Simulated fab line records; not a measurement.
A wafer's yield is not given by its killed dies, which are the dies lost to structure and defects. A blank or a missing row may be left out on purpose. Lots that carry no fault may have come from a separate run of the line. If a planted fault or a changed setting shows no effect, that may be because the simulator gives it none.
Matching of chambers + flow n5-finfet + 4 sister chambers for N5_STI_FIN_REVEAL_ALD_00 on ald-sin-01
The step deposits SiO2, target thk 1 nm, pulse time 1 s. 8 wafers are shown with their chamber, then 9 later ones without.

## WAFERS WITH THEIR CHAMBER
| wafer  | chamber | heater-power-w (W) | precursor-pulse-height-rel |
|--------|---------|--------------------|----------------------------|
| L083.2 | 3       | 513                | 1.032                      |
| L084.1 | 0       | 518                | 1.023                      |
| L084.3 | 3       | 495                | 1.033                      |
| L091.5 | 0       | 496                | 1.013                      |
| L091.6 | 1       | 397                | 1.055                      |
| L092.1 | 2       | 453                | 0.966                      |
| L092.4 | 1       | 390                | 0.992                      |
| L092.6 | 2       | 456                | 1.038                      |

## WAFERS MISSING THEIR CHAMBER
| wafer  | heater-power-w (W) | precursor-pulse-height-rel |
|--------|--------------------|----------------------------|
| L093.3 | 496                | 0.990                      |
| L093.4 | 392                | 0.992                      |
| L093.6 | 459                | 1.005                      |
| L094.1 | 391                | 0.989                      |
| L094.2 | 496                | 1.037                      |
| L094.6 | 500                | 1.015                      |
| L097.1 | 467                | 1.025                      |
| L097.2 | 493                | 0.968                      |
| L097.5 | 457                | 0.977                      |

## EACH ONE'S CHAMBER
| wafer  | from the rows above          | in truth |
|--------|------------------------------|----------|
| L093.3 | can't be placed: 0 or 3      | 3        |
| L093.4 | 1                            | 1        |
| L093.6 | 2                            | 2        |
| L094.1 | 1                            | 1        |
| L094.2 | can't be placed: 3 or 0      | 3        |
| L094.6 | can't be placed: 3 or 0      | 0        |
| L097.1 | 2                            | 2        |
| L097.2 | can't be placed: 0 or 3 or 2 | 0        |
| L097.5 | 2                            | 2        |
5 of 9 placed correctly. These rows do not allow placing 4 (true chamber among the candidates in 4). Placed wrongly: 0.
How it was worked out, from the rows above alone: a wafer's distance from a chamber is the root of the sum, over the readings, of the square of ((its reading less the chamber's mean) divided by the reading's scatter). The wafer belongs to the nearest chamber; if the next one is less than 2 further off, it can't be placed. For every chamber, the mean is computed from those of its wafers that are shown. How the scatter is found: for the shown wafers, subtract from each reading the mean of its chamber, square and add these, divide the total by (wafers less chambers), then take the root.
